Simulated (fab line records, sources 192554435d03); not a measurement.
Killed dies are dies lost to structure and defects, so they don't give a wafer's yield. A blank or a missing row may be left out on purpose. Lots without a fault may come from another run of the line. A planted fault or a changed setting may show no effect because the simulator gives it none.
fab line records | flow n5_finfet
record lots=5 wafers=15 last_day=15
route steps=1938 shown SDB@369 DUMMY_REMOVAL@377 HKMG_FIN@385
lots that met no fault: from a run of the same line without faults
start_h: hours from the record's first day to the start of the lot's first wafer shown | wait_h: hours since the lot's step before | " the same as in the row above | L1.1+2: a row that stands for several wafers | - no value, or no start given | * or withheld: withheld | < > ~ a bound
route shown NAME@n: a module of which the file shows steps, and the number in the route of the first | usual: mean/standard deviation of fault-free wafers | same: alike in all rows | chamber/n: place in a boat | sites: the reading at each site | _std_site: their standard deviation | _edge_site: outer sites' mean less inner sites' | radius_mm: how far each site lies from the wafer's centre | mask NAME#n: copy n | behind: the tool/chamber that last shaped the wafer | hold: why the lot was held/for how many hours/how that ended | device: the transistor (n, p or np) that didn't switch | end of line: the same wafers' tests at the end of the route | a step without rows: its recipe alone | killed: dies lost to structure and defects at the first sort, not the wafer's yield | map: a wafer's dies, x killed, . not, _ none there
set.NAME: the setting as run; set.NAME@STEP: as run at that earlier step | model.NAME: the simulator's own value behind a step, which no gauge read
lots at some steps of the route; a table a step, a row a wafer
services: from which hour (start_h, from the record's first day; less than 0 if before it) a tool's chamber was out of use, for how many hours, and why
## steps
# step N5_SDB_CUT_ETCH_26
# recipe chemistry=HBr/Cl2/O2 target=Si target_depth_a=1296 bt_time_s=20 mask_material=SiNx time_s=51.8 ion_energy_ev=* bias_w=* pressure_mtorr=10 icp_w=800 HBr_flow_sccm=150 Cl2_flow_sccm=80 O2_flow_sccm=12
# usual drypump_motor_current_A=5.9/0.43 oes_product_au=1.005/0.011 throttle_valve_pct=37.2/0.42
# columns lot.wafer tool chamber start_h wait_h drypump_motor_current_A oes_product_au rf_hours_counter_h throttle_valve_pct
L076.1 rie_si-05 3 80.83 0.1 6.4 1.012 24 37.8
L076.4 " 2 " " 5.4 1.013 196 37.2
L076.6 " 0 " " 5.7 1.005 - 37.0
L077.1 rie_si-04 2 90.91 0.1 5.7 1.010 99 37.1
L077.2 " 3 " " 5.4 1.006 97 37.7
L077.3 " 1 " " 6.4 0.998 48 37.8
L081.1 rie_si-05 2 116.22 0.1 5.3 1.016 196 37.2
L081.3 " 3 " " 6.4 1.012 24 37.9
L081.4 " 0 " " 5.7 1.000 1 37.0
L085.2 rie_si-03 0 152.68 0.1 6.1 0.990 104 37.3
L085.5 " 1 " " 5.8 1.000 - 37.0
L085.6 " 2 " " 6.5 1.002 - 37.8
L088.2 rie_si-03 1 163.91 0.1 5.7 1.017 96 37.0
L088.3 " 2 " " 6.5 0.992 22 37.8
L088.4 " 3 " " 6.2 1.014 182 36.7
# step N5_SDB_PRECLEAN_38
# recipe chemistry=dHF time_s=10 dilution=750:1 temp_c=25
# columns lot.wafer tool chamber start_h wait_h
L076.1+4+6 wet_bench-05 7,0,5 80.95 0.1
L077.1+2+3 wet_bench-02 2,4,3 91.03 0.1
L081.1+3+4 wet_bench-01 4,1,6 116.33 0.1
L085.2+5+6 wet_bench-05 7,0,5 152.79 0.1
L088.2+3+4 wet_bench-02 5,4,3 164.03 0.1
# step N5_SDB_PRECLEAN_39
# recipe chemistry=O3/DIW time_s=45 temp_c=22 o3_ppm=10
# columns lot.wafer tool chamber start_h wait_h
L076.1+4+6 wet_bench-05 7,0,5 80.95 0.0
L077.1+2+3 wet_bench-02 2,4,3 91.03 0.0
L081.1+3+4 wet_bench-01 4,1,6 116.34 0.0
L085.2+5+6 wet_bench-05 7,0,5 152.80 0.0
L088.2+3+4 wet_bench-02 5,4,3 164.04 0.0
# step N5_SDB_SRD_28
# recipe dry=ipa_marangoni time_s=30 temp_c=23 rinse_liquid=diw
# columns lot.wafer tool chamber start_h wait_h
L076.1+4+6 wet_bench-05 7,0,5 80.96 0.0
L077.1+2+3 wet_bench-02 2,4,3 91.04 0.0
L081.1+3+4 wet_bench-01 4,1,6 116.35 0.0
L085.2+5+6 wet_bench-05 7,0,5 152.81 0.0
L088.2+3+4 wet_bench-02 5,4,3 164.05 0.0
# step N5_SDB_ALD_29
# recipe material=SiNx target_thk_a=300 temp_c=400 ald_precursor_family=SiH2I2 ald_co_reactant=N2/H2-plasma pulse_time_s=1 ald_cycles=600 purge_time_s=2 co_reactant_purge_time_s=2 pressure_torr=2
# usual heater_power_w=861/87 precursor_pulse_height_rel=0.998/0.018 susceptor_temp_C=400.01/0.25
# columns lot.wafer tool chamber start_h wait_h heater_power_w precursor_pulse_height_rel since_wet_clean_h susceptor_temp_C
L076.1 ald_sin-02 0 81.01 0.0 902 0.965 179 400.11
L076.4 " 0 82.36 1.4 913 1.006 - 400.09
L076.6 " 1 " " 764 0.998 - 400.08
L077.1 ald_sin-02 1 93.72 2.7 786 0.997 192 399.92
L077.2 " 3 " " 850 1.009 192 400.73
L077.3 " 2 " " 1035 1.028 192 400.00
L081.1 ald_sin-01 2 116.40 0.0 876 0.982 109 400.17
L081.3 " 0 " " 720 1.003 109 400.22
L081.4 " 1 " " 887 0.995 109 400.33
L085.2 ald_sin-04 2 152.86 0.0 878 0.988 343 399.97
L085.5 " 0 154.22 1.4 767 0.985 - 399.94
L085.6 " 3 " " 866 1.011 - 399.86
L088.2 ald_sin-02 1 165.11 1.0 756 1.013 264 399.52
L088.3 " 3 " " 846 0.980 264 400.01
L088.4 " 0 " " 916 1.010 264 400.00
# step N5_SDB_CMP_30
# recipe stop_on=poly-Si t_overpolish_s=1.54 post_cmp_clean=alkaline_brush down_force_psi=4.1491 platen_rpm=51.796 pad_velocity_m_s=1.0306 target_thk_nm=30
# usual head_pressure_psi=4.151/0.0095 motor_current_A=12.7/1.5 overpolish_run_s=1.541/0.0084 time_to_endpoint_s=19/3.4
# columns lot.wafer tool chamber start_h wait_h head_pressure_psi motor_current_A overpolish_run_s time_to_endpoint_s
L076.4 cmp-04 2 83.74 0.0 4.161 12.2 1.541 20
L076.1 " 3 " " 4.145 12.0 1.540 18
L076.6 " 2 " " 4.161 12.3 1.545 19
L077.1 cmp-04 3 96.45 1.4 4.150 12.1 1.546 17
L077.2 " 1 " " 4.154 13.0 1.533 18
L077.3 " 2 " " 4.140 12.6 1.549 15
L081.4 cmp-03 1 119.13 1.4 4.150 10.9 1.527 25
L081.3 " 3 " " 4.153 11.4 1.533 15
L081.1 " 0 " " 4.152 16.4 1.537 18
L085.2 cmp-04 3 155.71 1.5 4.145 12.6 1.545 20
L085.5 " 0 " " 4.163 13.0 1.553 23
L085.6 " 1 " " 4.152 13.0 1.539 24
L088.4 cmp-03 2 167.85 1.4 4.162 11.8 1.536 17
L088.2 " 3 " " 4.160 12.0 1.541 15
L088.3 " 1 " " 4.142 11.3 1.544 25
# step N5_SDB_THK_MEAS_31
# recipe reads=a-Si_of_DUMMY_GATE_CVD_03
# usual SDB_THK=64.7/1.7
# columns lot.wafer tool chamber start_h wait_h SDB_THK[nm]
L076.1 film_metro-01 - 84.04 - 61.6
L076.4 " - " " 64.9
L076.6 " - " " 62.1
L077.1 film_metro-02 - 96.74 - 63.3
L077.2 " - " " 62.7
L077.3 " - " " 65.3
L081.1 film_metro-01 - 119.43 - 67.4
L081.3 " - " " 65.4
L081.4 " - " " 64.8
L085.2 film_metro-01 - 155.89 - 64.4
L085.5 " - " " 64.5
L085.6 " - " " 65.3
L088.2 film_metro-02 - 168.14 - 63.7
L088.3 " - " " 64.2
L088.4 " - " " 67.0
# step N5_SDB_INSPECT_36
# recipe inspect_instrument=darkfield mode=post_cmp
# usual raw_defect_count=38/14
# columns lot.wafer tool chamber start_h wait_h raw_defect_count
L076.1 defect_inspect-01 - 84.06 0.0 33
L076.4 " - " " 24
L076.6 " - " " 23
L077.1 defect_inspect-01 - 96.77 0.0 28
L077.2 " - " " 42
L077.3 " - " " 37
L081.1 defect_inspect-01 - 119.46 0.0 44
L081.3 " - " " 43
L081.4 " - " " 42
L085.2 defect_inspect-01 - 155.92 0.0 22
L085.5 " - " " 34
L085.6 " - " " 22
L088.2 defect_inspect-01 - 168.17 0.0 42
L088.3 " - " " 43
L088.4 " - " " 21
# step N5_DUMMY_REMOVAL_HM_STRIP_01
# recipe chemistry=CH3F/O2 material=SiNx target_depth_a=40 stop_on=poly-Si time_s=6.8 over_etch_frac=0.3 ion_energy_ev=60 power_w=410 bias_w=29 Ar_flow_sccm=150 CH3F_flow_sccm=30 O2_flow_sccm=20
# usual drypump_motor_current_A=5.5/0.34 oes_product_au=0.62/0.062 rf_vpp_V=127.6/0.92 showerhead_plenum_p_Torr=2.02/0.049 throttle_valve_pct=16.45/0.25
# columns lot.wafer tool chamber start_h wait_h drypump_motor_current_A oes_product_au rf_hours_counter_h rf_vpp_V showerhead_plenum_p_Torr throttle_valve_pct
L076.1 rie_diel-02 3 84.10 0.0 5.7 0.59 200 127.4 1.97 16.56
L076.4 " 1 " " 5.9 0.60 183 126.7 2.02 16.30
L076.6 " 2 " " 5.6 0.59 - 128.5 2.04 16.22
L077.1 rie_diel-02 2 97.06 0.3 5.6 0.58 219 128.7 2.04 16.23
L077.2 " 1 " " 5.9 0.60 185 126.6 2.01 16.31
L077.3 " 0 " " 5.8 0.75 12 127.7 2.04 16.15
L081.1 rie_diel-01 2 119.70 0.2 5.9 0.59 193 125.6 2.01 16.82
L081.3 " 3 " " 5.2 0.57 207 126.4 1.96 16.44
L081.4 " 2 " " 5.9 0.59 - 127.2 2.01 16.83
L085.2 rie_diel-02 0 155.97 0.0 5.8 0.72 32 127.6 2.04 16.19
L085.5 " 0 " " 5.8 0.72 - 128.0 2.04 16.18
L085.6 " 1 " " 5.9 0.59 - 128.3 2.01 16.35
L088.2 rie_diel-06 1 168.20 0.0 5.9 0.57 212 127.9 2.06 16.58
L088.3 " 2 " " 5.0 0.70 57 128.4 2.02 16.18
L088.4 " 3 " " 4.9 0.56 218 125.7 1.92 17.01
# step N5_DUMMY_REMOVAL_STRIP_10
# recipe chemistry=N2/H2 time_s=40 power_w=100 temp_c=40 pressure_mtorr=100 rf_frequency_hz=6e+07 bias_power_w=3 n2_flow_sccm=300 h2_flow_sccm=300
# usual drypump_motor_current_A=5.5/0.34 oes_product_au=0.77/0.083 rf_vpp_V=45.3/0.9 showerhead_plenum_p_Torr=3.40/0.089 throttle_valve_pct=12.30/0.27
# columns lot.wafer tool chamber start_h wait_h drypump_motor_current_A oes_product_au rf_hours_counter_h rf_vpp_V showerhead_plenum_p_Torr throttle_valve_pct
L076.1 rie_diel-02 3 84.13 0.0 5.7 0.73 200 44.0 3.35 12.54
L076.4 " 1 " " 5.9 0.73 183 43.1 3.35 12.09
L076.6 " 2 " " 5.7 0.74 - 46.4 3.44 12.16
L077.1 rie_diel-02 2 97.09 0.0 5.7 0.72 219 45.2 3.43 12.16
L077.2 " 1 " " 5.9 0.72 185 44.2 3.35 12.09
L077.3 " 0 " " 5.8 0.93 13 45.2 3.42 11.79
L081.1 rie_diel-01 2 119.73 0.0 5.9 0.74 193 44.2 3.35 12.67
L081.3 " 3 " " 5.2 0.69 207 44.8 3.35 12.47
L081.4 " 2 " " 5.9 0.73 - 46.6 3.35 12.66
L085.2 rie_diel-02 0 156.00 0.0 5.8 0.89 32 44.7 3.40 11.83
L085.5 " 0 " " 5.8 0.90 - 45.9 3.41 11.85
L085.6 " 1 " " 5.9 0.71 - 43.3 3.34 12.12
L088.2 rie_diel-06 1 168.23 0.0 6.0 0.71 212 44.8 3.49 12.57
L088.3 " 2 " " 5.1 0.88 57 44.8 3.42 12.04
L088.4 " 3 " " 4.9 0.70 218 46.4 3.18 12.63
# step N5_DUMMY_REMOVAL_PRECLEAN_07
# recipe chemistry=dHF time_s=30 temp_c=25 dilution=withheld
# columns lot.wafer tool chamber start_h wait_h
L076.1+4+6 wet_bench-03 0,7,6 84.23 0.1
L077.1+2+3 wet_bench-04 1,7,4 97.18 0.1
L081.1+3+4 wet_bench-03 4,0,7 119.86 0.1
L085.2+5+6 wet_bench-04 2,3,6 156.10 0.1
L088.2+3+4 wet_bench-03 7,3,4 168.33 0.1
# step N5_DUMMY_REMOVAL_DUMMY_REMOVE_02
# recipe chemistry=TMAH temp_c=70 target=poly-Si stop_on=SiO2 target_depth_nm=142 conc_wt_pct=5 time_s=57 dry=ipa_marangoni rinse_time_s=30 rinse_temp_c=23
# columns lot.wafer tool chamber start_h wait_h
L076.1+4+6 wet_bench-03 0,7,6 84.24 0.0
L077.1+2+3 wet_bench-04 1,7,4 97.20 0.0
L081.1+3+4 wet_bench-03 4,0,7 119.87 0.0
L085.2+5+6 wet_bench-04 2,3,6 156.11 0.0
L088.2+3+4 wet_bench-03 7,3,4 168.34 0.0
# step N5_DUMMY_REMOVAL_INSPECT_06
# recipe inspect_instrument=brightfield mode=aei
# usual raw_defect_count=12/4.9
# columns lot.wafer tool chamber start_h wait_h raw_defect_count
L076.1 defect_inspect-01 - 84.29 0.0 15
L076.4 " - " " 23
L076.6 " - " " 14
L077.1 defect_inspect-02 - 97.26 0.0 3
L077.2 " - " " 9
L077.3 " - " " 11
L081.1 defect_inspect-02 - 119.93 0.0 21
L081.3 " - " " 25
L081.4 " - " " 9
L085.2 defect_inspect-01 - 156.16 0.0 4
L085.5 " - " " 6
L085.6 " - " " 10
L088.2 defect_inspect-01 - 168.40 0.0 23
L088.3 " - " " 15
L088.4 " - " " 8
# step N5_DUMMY_REMOVAL_PRECLEAN_08
# recipe chemistry=NF3:NH3 afs_cycles=2 temp_c=30 time_s=20 sublimation_temp_c=180 sublimation_time_s=60 pressure_torr=3 rf_power_w=30
# columns lot.wafer tool chamber start_h wait_h
L076.1+4+6 remote_plasma-01 1 84.33 0.0
L077.1+2+3 remote_plasma-02 1 97.29 0.0
L081.1+3+4 remote_plasma-01 1 119.96 0.0
L085.2+5+6 remote_plasma-02 1 156.23 0.1
L088.2+3+4 remote_plasma-01 1 168.46 0.1
# step N5_DUMMY_REMOVAL_PRECLEAN_04
# recipe chemistry=DHF time_s=37 temp_c=25 dilution=500:1
# columns lot.wafer tool chamber start_h wait_h
L076.1+4+6 wet_bench-04 3,0,7 84.54 0.2
L077.1+2+3 wet_bench-03 0,6,4 97.50 0.2
L081.1+3+4 wet_bench-06 0,7,5 120.20 0.2
L085.2+5+6 wet_bench-03 6,5,1 156.41 0.2
L088.2+3+4 wet_bench-06 4,1,3 168.64 0.2
# step N5_DUMMY_REMOVAL_SRD_05
# recipe dry=ipa_marangoni do_ppb=5 time_s=30 temp_c=23 rinse_liquid=diw
# columns lot.wafer tool chamber start_h wait_h
L076.1+4+6 wet_bench-04 3,0,7 84.55 0.0
L077.1+2+3 wet_bench-03 0,6,4 97.52 0.0
L081.1+3+4 wet_bench-06 0,7,5 120.22 0.0
L085.2+5+6 wet_bench-03 6,5,1 156.42 0.0
L088.2+3+4 wet_bench-06 4,1,3 168.66 0.0
# step N5_HKMG_FIN_IL_REGROW_00
# recipe material=SiO2 target_thk_a=7.5 chemistry=O3 temp_c=withheld time_s=30
# columns lot.wafer tool chamber start_h wait_h since_wet_clean_h
L076.1 ald_hk-02 1 84.60 0.0 55
L076.4 " 0 " " 55
L076.6 " 1 " " -
L077.1 ald_hk-03 2 97.56 0.0 978
L077.2 " 0 " " 978
L077.3 " 1 " " 978
L081.1 ald_hk-01 0 120.26 0.0 1896
L081.3 " 2 " " 1896
L081.4 " 1 " " 1896
L085.2 ald_hk-03 2 156.47 0.0 1036
L085.5 " 0 " " -
L085.6 " 1 " " -
L088.2 ald_hk-02 1 168.70 0.0 139
L088.3 " 2 " " 139
L088.4 " 3 " " 139
# step N5_HKMG_FIN_HK_ALD_01
# recipe material=HfO2 target_thk_a=16 temp_c=withheld ald_precursor_family=HfCl4 ald_co_reactant=H2O pulse_time_s=3 purge_time_s=3 co_reactant_purge_time_s=2.5 co_reactant_pulse_time_s=0.3 ald_cycles=30
# usual precursor_pulse_height_rel=0.997/0.021
# same co_reactant_pulse_time_s=0.3
# columns lot.wafer tool chamber start_h wait_h precursor_pulse_height_rel since_wet_clean_h
L076.1 ald_hk-02 1 84.65 0.0 1.016 55
L076.4 " 0 " " 1.055 55
L076.6 " 1 " " 1.028 -
L077.1 ald_hk-03 2 97.61 0.0 0.998 978
L077.2 " 0 " " 0.983 978
L077.3 " 1 " " 1.019 978
L081.1 ald_hk-01 0 120.31 0.0 1.003 1896
L081.3 " 2 " " 0.986 1896
L081.4 " 1 " " 0.955 1896
L085.2 ald_hk-03 2 156.52 0.0 1.001 1037
L085.5 " 0 " " 1.022 -
L085.6 " 1 " " 1.000 -
L088.2 ald_hk-02 1 168.75 0.0 1.014 139
L088.3 " 2 " " 0.996 139
L088.4 " 3 " " 1.010 139
# step N5_HKMG_FIN_HK_ANNEAL_02
# recipe temp_c=700 time_s=30 ambient=N2 idle_temp_c=600 ramp_up_c_per_s=150 ramp_down_c_per_s=60 cool_to_c=600
# usual lamp_power_pct=8.80/0.056 wafer_temp_C_max=702.8/0.65
# columns lot.wafer tool chamber start_h wait_h lamp_power_pct wafer_temp_C_max
L076.1 rtp_anneal-02 0 84.84 0.1 8.82 703.5
L076.4 " 0 " " 8.82 702.2
L076.6 " 0 " " 8.81 703.4
L077.1 rtp_anneal-01 0 97.80 0.1 8.73 703.6
L077.2 " 0 " " 8.80 702.1
L077.3 " 0 " " 8.80 703.0
L081.1 rtp_anneal-02 0 120.50 0.1 8.76 702.6
L081.3 " 0 " " 8.82 701.8
L081.4 " 0 " " 8.69 703.0
L085.2 rtp_anneal-01 0 156.74 0.1 8.91 703.1
L085.5 " 0 " " 8.86 704.1
L085.6 " 0 " " 8.75 703.7
L088.2 rtp_anneal-02 0 169.09 0.3 8.84 703.1
L088.3 " 0 " " 8.83 702.3
L088.4 " 0 " " 8.76 702.4
# step N5_HKMG_FIN_ALD_74
# recipe material=La2O3 target_thk_a=5 temp_c=250 ald_precursor_family=La-Cp ald_co_reactant=O3 pulse_time_s=6 co_reactant_pulse_time_s=1 purge_time_s=3 co_reactant_purge_time_s=3
# usual heater_power_w=353/36 precursor_pulse_height_rel=0.999/0.019 susceptor_temp_C=249.98/0.17
# same co_reactant_pulse_time_s=1
# columns lot.wafer tool chamber start_h wait_h heater_power_w precursor_pulse_height_rel since_wet_clean_h susceptor_temp_C
L076.1 ald_hk-01 3 85.05 0.2 371 0.994 1861 249.65
L076.4 " 2 " " 387 0.994 1861 249.83
L076.6 " 3 " " 366 0.980 - 249.99
L077.1 ald_hk-02 0 98.01 0.2 310 1.003 68 249.98
L077.2 " 3 " " 328 0.989 68 249.97
L077.3 " 2 " " 359 0.979 68 250.06
L081.1 ald_hk-02 1 120.72 0.2 429 0.965 91 250.14
L081.3 " 0 " " 310 1.018 91 249.76
L081.4 " 2 " " 364 0.997 91 250.21
L085.2 ald_hk-01 2 156.92 0.2 375 1.017 1933 249.94
L085.5 " 3 " " 363 1.019 - 250.16
L085.6 " 2 " " 386 1.014 - 249.76
L088.2 ald_hk-01 1 169.29 0.2 324 1.006 1945 250.15
L088.3 " 2 " " 375 1.013 1945 249.93
L088.4 " 0 " " 301 1.002 1945 249.88
# step N5_HKMG_FIN_ALD_75
# recipe material=Al2O3 target_thk_a=10 temp_c=150 ald_precursor_family=TMA ald_co_reactant=H2O pulse_time_s=withheld co_reactant_pulse_time_s=1
# usual heater_power_w=152/16 precursor_pulse_height_rel=0.996/0.019 susceptor_temp_C=149.99/0.15
# columns lot.wafer tool chamber start_h wait_h heater_power_w precursor_pulse_height_rel susceptor_temp_C
L076.1 ald_hk-01 3 85.13 0.0 162 1.007 150.14
L076.4 " 2 " " 164 0.996 149.81
L076.6 " 3 " " 161 0.991 150.08
L077.1 ald_hk-02 0 98.09 0.0 136 0.985 150.08
L077.2 " 3 " " 143 0.985 149.96
L077.3 " 2 " " 151 0.974 150.15
L081.1 ald_hk-02 1 120.79 0.0 184 0.967 150.01
L081.3 " 0 " " 136 0.961 150.12
L081.4 " 2 " " 154 0.995 149.82
L085.2 ald_hk-01 2 157.00 0.0 167 0.994 149.95
L085.5 " 3 " " 162 0.980 149.91
L085.6 " 2 " " 167 0.985 149.90
L088.2 ald_hk-01 1 169.37 0.0 134 0.967 149.99
L088.3 " 2 " " 161 0.999 149.99
L088.4 " 0 " " 127 1.014 150.00
# step N5_HKMG_FIN_COAT_41
# recipe resist=SOC temp_c=250 time_s=60 spin_rpm=1500 resist_thk_nm=300
# usual heater_power_total_W=500.5/1.8 spin_speed_rpm=1500.1/1
# columns lot.wafer tool chamber start_h wait_h heater_power_total_W spin_speed_rpm
L076.1 litho_track-04 0 85.23 - 498.3 1501.1
L076.4 " 0 " " 502.3 1502.2
L076.6 " 0 " " 499.6 1502.1
L077.1 litho_track-01 0 98.19 - 500.2 1499.9
L077.2 " 0 " " 501.6 1501.3
L077.3 " 0 " " 501.0 1500.2
L081.1 litho_track-04 0 120.89 - 502.7 1499.7
L081.3 " 0 " " 502.6 1499.2
L081.4 " 0 " " 500.4 1501.3
L085.2 litho_track-01 0 157.10 - 502.7 1500.8
L085.5 " 0 " " 501.9 1499.9
L085.6 " 0 " " 497.7 1499.3
L088.2 litho_track-04 0 169.47 - 500.0 1499.3
L088.3 " 0 " " 503.1 1499.9
L088.4 " 0 " " 500.4 1501.5
# step N5_HKMG_FIN_COAT_42
# recipe resist=SiARC temp_c=220 time_s=60 spin_rpm=1500 resist_thk_nm=35
# usual heater_power_total_W=427.6/2.1 spin_speed_rpm=1500.0/0.96
# columns lot.wafer tool chamber start_h wait_h heater_power_total_W spin_speed_rpm
L076.1 litho_track-04 0 - - 424.1 1499.7
L076.4 " 0 " " 425.8 1499.9
L076.6 " 0 " " 429.4 1499.0
L077.1 litho_track-01 0 - - 430.2 1499.5
L077.2 " 0 " " 429.9 1499.9
L077.3 " 0 " " 426.2 1500.0
L081.1 litho_track-04 0 - - 427.6 1500.0
L081.3 " 0 " " 428.8 1498.6
L081.4 " 0 " " 429.3 1499.7
L085.2 litho_track-01 0 - - 424.8 1499.4
L085.5 " 0 " " 426.7 1499.9
L085.6 " 0 " " 425.1 1500.7
L088.2 litho_track-04 0 - - 428.0 1500.2
L088.3 " 0 " " 427.7 1498.9
L088.4 " 0 " " 430.3 1501.0
# step N5_HKMG_FIN_COAT_43
# recipe resist=CAR-ArF spin_rpm=1500 resist_thk_nm=90
# usual spin_speed_rpm=1499.9/1.1
# columns lot.wafer tool chamber start_h wait_h spin_speed_rpm
L076.1 litho_track-04 0 - - 1503.1
L076.4 " 0 " " 1500.1
L076.6 " 0 " " 1500.5
L077.1 litho_track-01 0 - - 1497.4
L077.2 " 0 " " 1500.2
L077.3 " 0 " " 1499.2
L081.1 litho_track-04 0 - - 1499.4
L081.3 " 0 " " 1499.7
L081.4 " 0 " " 1499.1
L085.2 litho_track-01 0 - - 1498.1
L085.5 " 0 " " 1497.2
L085.6 " 0 " " 1498.9
L088.2 litho_track-04 0 - - 1498.7
L088.3 " 0 " " 1498.9
L088.4 " 0 " " 1500.5
# step N5_HKMG_FIN_EBR_45
# recipe solvent=PGMEA ebr_width_mm=1.5
# columns lot.wafer tool chamber start_h wait_h
L076.1+4+6 litho_track-04 0 - -
L077.1+2+3 litho_track-01 0 - -
L081.1+3+4 litho_track-04 0 - -
L085.2+5+6 litho_track-01 0 - -
L088.2+3+4 litho_track-04 0 - -
# step N5_HKMG_FIN_SOFTBAKE_44
# recipe temp_c=110 time_s=60 resist=CAR-ArF
# usual heater_power_total_W=175.5/1.5
# columns lot.wafer tool chamber start_h wait_h heater_power_total_W
L076.1 litho_track-04 0 - - 174.1
L076.4 " 0 " " 176.7
L076.6 " 0 " " 176.0
L077.1 litho_track-01 0 - - 175.4
L077.2 " 0 " " 176.5
L077.3 " 0 " " 173.6
L081.1 litho_track-04 0 - - 177.3
L081.3 " 0 " " 176.7
L081.4 " 0 " " 175.5
L085.2 litho_track-01 0 - - 173.9
L085.5 " 0 " " 177.4
L085.6 " 0 " " 175.4
L088.2 litho_track-04 0 - - 175.5
L088.3 " 0 " " 175.9
L088.4 " 0 " " 175.9
# step N5_HKMG_FIN_EXPOSE_46
# recipe mask_id=NDIPOLE na=1.35 source_shape=conventional sigma_outer=0.8 polarization=unpolarized dose_mj=40
# usual stage_vel_mm_s=499.97/0.25
# columns lot.wafer tool chamber start_h wait_h mask stage_vel_mm_s
L076.1 arfi_scanner-03 0 85.47 - NDIPOLE#0 499.77
L076.4 " 0 " " NDIPOLE#0 499.75
L076.6 " 0 " " NDIPOLE#0 499.82
L077.1 arfi_scanner-03 0 98.31 - NDIPOLE#0 500.17
L077.2 " 0 " " NDIPOLE#0 499.52
L077.3 " 0 " " NDIPOLE#0 499.64
L081.1 arfi_scanner-03 0 121.01 - NDIPOLE#0 499.36
L081.3 " 0 " " NDIPOLE#0 499.86
L081.4 " 0 " " NDIPOLE#0 500.32
L085.2 arfi_scanner-01 0 157.35 - NDIPOLE#0 500.08
L085.5 " 0 " " NDIPOLE#0 499.95
L085.6 " 0 " " NDIPOLE#0 499.50
L088.2 arfi_scanner-02 0 169.59 - NDIPOLE#0 500.18
L088.3 " 0 " " NDIPOLE#0 499.80
L088.4 " 0 " " NDIPOLE#0 500.04
# step N5_HKMG_FIN_PEB_47
# recipe peb_temp_c=withheld peb_time_s=60 resist=CAR-ArF
# columns lot.wafer tool chamber start_h wait_h
L076.1+4+6 litho_track-04 0 85.53 0.1
L077.1+2+3 litho_track-01 0 98.36 0.1
L081.1+3+4 litho_track-01 0 121.07 0.1
L085.2+5+6 litho_track-03 0 157.40 0.0
L088.2+3+4 litho_track-04 0 169.64 0.0
# step N5_HKMG_FIN_DEVELOP_48
# recipe develop_time_s=30 developer=TMAH resist=CAR-ArF rinse_liquid=diw dry=air_spin dev_temp_c=23
# usual developer_temp_C=23.00/0.1
# columns lot.wafer tool chamber start_h wait_h developer_temp_C
L076.1 litho_track-04 0 - - 23.08
L076.4 " 0 " " 23.22
L076.6 " 0 " " 22.96
L077.1 litho_track-01 0 - - 23.09
L077.2 " 0 " " 23.20
L077.3 " 0 " " 23.18
L081.1 litho_track-01 0 - - 23.09
L081.3 " 0 " " 22.81
L081.4 " 0 " " 22.89
L085.2 litho_track-03 0 - - 23.12
L085.5 " 0 " " 23.07
L085.6 " 0 " " 23.13
L088.2 litho_track-04 0 - - 22.87
L088.3 " 0 " " 22.93
L088.4 " 0 " " 23.03
# step N5_HKMG_FIN_CD_MEAS_49
# recipe target_cd_nm=202 landing_energy_ev=500 detector=se_inlens polarity=opening
# usual cd_nm=201.6/0.74
# columns lot.wafer tool chamber start_h wait_h cd_nm
L076.1 cd_sem-02 0 85.59 - 201.7
L076.4 " 0 " " 202.0
L076.6 " 0 " " 201.3
L077.1 cd_sem-03 0 98.43 - 201.9
L077.2 " 0 " " 202.0
L077.3 " 0 " " 201.3
L081.1 cd_sem-03 0 121.13 - 201.8
L081.3 " 0 " " 202.3
L081.4 " 0 " " 201.5
L085.2 cd_sem-03 0 157.47 - 201.0
L085.5 " 0 " " 201.8
L085.6 " 0 " " 200.4
L088.2 cd_sem-03 0 169.71 - 201.3
L088.3 " 0 " " 200.7
L088.4 " 0 " " 202.4
# step N5_HKMG_FIN_OVL_MEAS_50
# recipe points_per_wafer=44
# usual NDIPOLE_OVL=-0.8/0.88
# columns lot.wafer tool chamber start_h wait_h NDIPOLE_OVL[nm]
L076.1 overlay-01 0 85.62 0.0 -2.1
L076.4 " 0 " " -1.1
L076.6 " 0 " " -1.2
L077.1 overlay-01 0 98.46 0.0 -0.7
L077.2 " 0 " " 0.0
L077.3 " 0 " " -0.5
L081.1 overlay-01 0 121.16 0.0 -1.7
L081.3 " 0 " " -1.2
L081.4 " 0 " " 0.2
L085.2 overlay-01 0 157.50 0.0 -1.2
L085.5 " 0 " " -1.4
L085.6 " 0 " " -1.5
L088.2 overlay-01 0 169.74 0.0 0.4
L088.3 " 0 " " -0.4
L088.4 " 0 " " -0.8
# step N5_HKMG_FIN_INSPECT_61
# recipe mode=adi inspect_instrument=macro
# usual raw_defect_count=2.2/1.4
# columns lot.wafer tool chamber start_h wait_h raw_defect_count
L076.1 defect_inspect-02 - 85.65 0.0 3
L076.4 " - " " 1
L076.6 " - " " 0
L077.1 defect_inspect-02 - 98.49 0.0 2
L077.2 " - " " 4
L077.3 " - " " 2
L081.1 defect_inspect-02 - 121.19 0.0 2
L081.3 " - " " 3
L081.4 " - " " 1
L085.2 defect_inspect-02 - 157.52 0.0 0
L085.5 " - " " 3
L085.6 " - " " 3
L088.2 defect_inspect-01 - 169.76 0.0 4
L088.3 " - " " 2
L088.4 " - " " 1
## services
# columns tool chamber start_h hours kind
cmp-03 - 59.88 3.7 pm
arfi_scanner-01 - 60.70 2.7 repair
arfi_scanner-01 - 70.87 1.3 pm
ald_sin-02 2 76.14 7.5 repair
cmp-04 - 78.61 2.0 repair
arfi_scanner-03 - 79.47 0.8 pm
rie_si-05 3 84.61 8.1 repair
ald_sin-01 - 85.33 29.9 repair
rie_diel-01 - 94.56 2.8 pm
rie_si-03 - 101.71 0.5 repair
rie_diel-01 0 114.37 7.6 repair
arfi_scanner-02 - 120.50 2.6 repair
rie_diel-06 1 127.09 2.5 repair
cmp-04 - 131.28 3.7 pm
wet_bench-01 - 134.94 3.8 repair
arfi_scanner-01 - 138.84 1.0 pm
cmp-03 - 139.32 4.0 pm
rie_diel-06 2 139.56 7.7 repair
rtp_anneal-02 - 141.32 4.7 pm
rie_diel-01 3 142.69 2.2 repair
rie_si-03 1 149.80 2.6 repair
ald_hk-03 - 153.33 0.4 repair
arfi_scanner-03 - 156.68 1.3 pm
rie_si-04 0 158.09 3.1 repair
## key
fault none
